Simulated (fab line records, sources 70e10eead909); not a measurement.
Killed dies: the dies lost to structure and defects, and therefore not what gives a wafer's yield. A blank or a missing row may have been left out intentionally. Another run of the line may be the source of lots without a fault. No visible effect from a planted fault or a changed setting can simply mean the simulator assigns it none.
Which tool is to blame?    flow nand_harc    21 wafers from 7 lots sampled at 4 of the route's 1302 steps

WHAT THE GAUGES SHOWED, per wafer
NHARC_THIN_TSV_CD_MEAS_37.
lot   measured      on         cd_nm (nm)
L567  day 24 16:59  cd_sem-03  4997 5001 4997
L571  day 25 12:37  cd_sem-01  5002 5004 5002
L573  day 27 06:03  cd_sem-01  5001 4999 5004
L575  day 27 19:29  cd_sem-01  5000 4998 5003
L578  day 28 07:43  cd_sem-01  4992 4999 4992
L580  day 29 12:34  cd_sem-03  5001 4998 4998
L584  day 31 22:51  cd_sem-01  4996 4997 4999

TOOL THAT RAN EACH LOT (tool first, then ch and the chambers of the sampled wafers, then the start)
lot   NHARC_P_CONTACT_CVD_23         NHARC_THIN_TSV_STRIP_45               NHARC_THIN_TSV_ANNEAL_52
L567  cvd_w-02 ch 0,1, day 6 10:45   plasma_asher-02 ch 0,1, day 24 10:40  rtp_anneal-01 ch 0, day 24 13:36
L571  cvd_w-02 ch 0,1, day 8 08:29   plasma_asher-01 ch 0,1, day 25 06:22  rtp_anneal-02 ch 0, day 25 09:22
L573  cvd_w-02 ch 0,1, day 9 05:53   plasma_asher-02 ch 0,1, day 26 23:47  rtp_anneal-02 ch 0, day 27 02:40
L575  cvd_w-02 ch 0,1, day 9 12:27   plasma_asher-02 ch 0,1, day 27 13:19  rtp_anneal-01 ch 0, day 27 16:14
L578  cvd_w-01 ch 0, day 10 19:19    plasma_asher-01 ch 0,1, day 28 01:27  rtp_anneal-02 ch 0, day 28 04:22
L580  cvd_w-02 ch 0,1, day 12 02:45  plasma_asher-02 ch 0, day 29 06:25    rtp_anneal-02 ch 0, day 29 09:19
L584  cvd_w-02 ch 0,1, day 13 16:11  plasma_asher-01 ch 0,1, day 31 16:40  rtp_anneal-02 ch 0, day 31 19:38
- NHARC_P_CONTACT_CVD_23: deposits W, target thk 200 nm, time 557 s.
- NHARC_THIN_TSV_STRIP_45: strips in O2.
- NHARC_THIN_TSV_ANNEAL_52: time 90 s.

THE ANSWER, worked out from the rows above alone
Rule: usual is defined by the lots themselves. The widest of any qualifying gaps counts: lots, ordered by their means at a reading, are off when they make up no more than a third of the lots, leave a main group of 4 or more, and stand apart from it by 3 or more times the standard deviation of that group's means. A main group is skipped when, at the precision printed for the reading in the tables above, its means are all equal. Also off: a lot with no number at a reading for which 4 or more lots have one. Where the step has rows for the other lots, those lots are counted as sound.
No lot is off at any reading shown: from this, nothing can be told.

WHAT WAS PUT IN BY THE SIMULATOR
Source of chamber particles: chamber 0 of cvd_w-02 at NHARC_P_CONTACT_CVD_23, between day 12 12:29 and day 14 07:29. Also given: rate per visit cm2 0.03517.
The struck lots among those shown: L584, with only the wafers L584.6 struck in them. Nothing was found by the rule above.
